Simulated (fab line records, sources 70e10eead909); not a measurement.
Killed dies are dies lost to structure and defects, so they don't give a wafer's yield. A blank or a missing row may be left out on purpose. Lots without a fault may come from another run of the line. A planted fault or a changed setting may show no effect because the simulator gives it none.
A struck lot beside a sound one | flow nand_harc | 37 steps out of a route of 1302
Sound: wafers L427.1, L427.2, L427.4. Struck: wafers L446.2, L446.3, L446.5. The cause comes at the end.
At each step with rows: each side's tool, then ch and its chambers, then its first start. Under that, the readings that differ: sound wafers | struck wafers | difference of the means | sigmas: that difference in standard deviations of wafers without a fault.
alike: readings whose means differ by less than 2 such deviations, and words and numbers that are the same on both sides. not compared: withheld readings, readings that some wafer has no value for, bounds like >300 that may hide the same value, and numbers for which the record gives no deviation and whose values overlap.
The two part at a step that has a row with sigmas, a row that says differs or no value, or rows on one side only. Numbers that don't overlap but have no deviation are shown without sigmas and don't part them. A reading that every wafer of one side lacks parts them only if that side has two wafers or more.

first, 5 steps without rows for these wafers: NHARC_A_STAIRCASE_STRIP_316 (strips in O2); NHARC_A_STAIRCASE_STRIP_317 (strips in SPM, time 900 s); NHARC_A_STAIRCASE_PRECLEAN_318 (cleans in SC1); NHARC_A_STAIRCASE_SRD_329; NHARC_A_STAIRCASE_ALD_415 (deposits SiO2, target thk 30 nm, pulse time 6 s, ald cycles 300).
NHARC_A_STAIRCASE_ETCHBACK_416: etches the open film in C4F8/O2/Ar, target depth 36 nm, time 7.2 s.
  sound on rie_diel-13 ch 1,2,3; struck on rie_diel-13 ch 1,2
  alike: oes_product_au, rf_vpp_V
  not compared: rf_hours_counter_h
then, 5 steps without rows for these wafers: NHARC_A_STAIRCASE_STRIP_476 (strips in O2, time 20 s); NHARC_A_STAIRCASE_DEP_417 (deposits Si3N4, target thk 60 nm); NHARC_A_STAIRCASE_WET_418 (chemistry H3PO4, target depth 20 nm); NHARC_A_STAIRCASE_PRECLEAN_419 (cleans in SC1); NHARC_A_STAIRCASE_SRD_421.
NHARC_A_STAIRCASE_ALD_420: deposits SiO2, target thk 20 nm, pulse time 6 s, ald cycles 200.
  sound on ald_hk-04 ch 1,2,3, day 18 02:01; struck on ald_hk-04 ch 1,3, day 25 14:57
  reading                    | sound             | struck            | difference | sigmas
  precursor_pulse_height_rel | 1.038 1.008 1.018 | 0.975 0.996 0.947 | -0.049     | -2
  alike: heater_power_w, susceptor_temp_C
then, 1 step without rows for these wafers: NHARC_A_STAIRCASE_CVD_552 (deposits SiNx, target thk 40 nm).
NHARC_A_STAIRCASE_DEP_151: deposits SiO2, target thk 7200 nm.
  sound on pecvd-03 ch 0,1,2, day 18 10:15; struck on pecvd-03 ch 0,2, day 25 20:42
  alike: heater_power_w, susceptor_temp_C
then, 3 steps without rows for these wafers: NHARC_A_STAIRCASE_ANNEAL_320 (time 1800 s); NHARC_A_STAIRCASE_DEP_322 (deposits SiO2, target thk 7200 nm); NHARC_A_STAIRCASE_ANNEAL_323 (time 1800 s).
NHARC_A_STAIRCASE_DEP_325: deposits SiO2, target thk 7200 nm.
  sound on pecvd-01 ch 0,1, day 19 01:01; struck on pecvd-03 ch 0,2, day 26 14:49
  alike: heater_power_w, susceptor_temp_C
then, 10 steps without rows for these wafers: NHARC_A_STAIRCASE_ANNEAL_326 (time 1800 s); NHARC_A_STAIRCASE_DEHYDRATE_433 (time 120 s); NHARC_A_STAIRCASE_HMDS_434 (time 30 s); NHARC_A_STAIRCASE_COAT_435; NHARC_A_STAIRCASE_SOFTBAKE_436 (time 170 s); NHARC_A_STAIRCASE_EBR_437; NHARC_A_STAIRCASE_EXPOSE_438 (exposes mask STAIR REV); NHARC_A_STAIRCASE_PEB_439 (peb time 130 s); NHARC_A_STAIRCASE_DEVELOP_440 (time 140 s); NHARC_A_STAIRCASE_HARDBAKE_442 (time 140 s).
NHARC_A_STAIRCASE_DESCUM_443: chemistry O2, time 3 s.
  sound on rie_diel-02 ch 1,2,3, day 19 10:56; struck on rie_diel-02 ch 0,1,3, day 27 00:27
  alike: drypump_motor_current_A, mfc_ar_sccm, oes_product_au, rf_vpp_V, showerhead_plenum_p_Torr, throttle_valve_pct
  not compared: rf_hours_counter_h
NHARC_A_STAIRCASE_ETCH_444: etches the open film in C4F8/O2, target depth 20400 nm, time 6800 s.
  sound on rie_diel-02 ch 0,1,2, day 19 11:01; struck on rie_diel-02 ch 1,3, day 27 00:32
  reading               | sound             | struck            | difference | sigmas
  oes_product_au (a.u.) | 0.927 0.915 0.919 | 0.986 0.961 0.951 | +0.046     | +2
  alike: rf_vpp_V
  not compared: rf_hours_counter_h
then, 6 steps without rows for these wafers: NHARC_A_STAIRCASE_STRIP_446 (strips in O2); NHARC_A_STAIRCASE_STRIP_447 (strips in SPM, time 900 s); NHARC_A_STAIRCASE_PRECLEAN_448 (cleans in SC1); NHARC_A_STAIRCASE_SRD_449; NHARC_A_STAIRCASE_CMP_450 (polishes SiO2, target thk 200 nm); NHARC_A_STAIRCASE_CMP_152 (polishes).
-- the record jumps here: 6 days lie between the struck wafers' starts before and after (it left off in module A_STAIRCASE and takes up again in module END, whose first step shown is number 1302 of the route) --
NHARC_END_SORT_01:
  the record has rows for the struck wafers here (prober-01 ch 0, day 33 03:31) and none for the sound ones

WHERE THEY PART
First at NHARC_A_STAIRCASE_ALD_420; last, within this record, at NHARC_END_SORT_01.

WHY: what the simulator had put in
Chamber particle source: ald_hk-04, from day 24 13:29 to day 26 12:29, at NHARC_A_STAIRCASE_ALD_420. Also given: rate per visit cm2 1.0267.
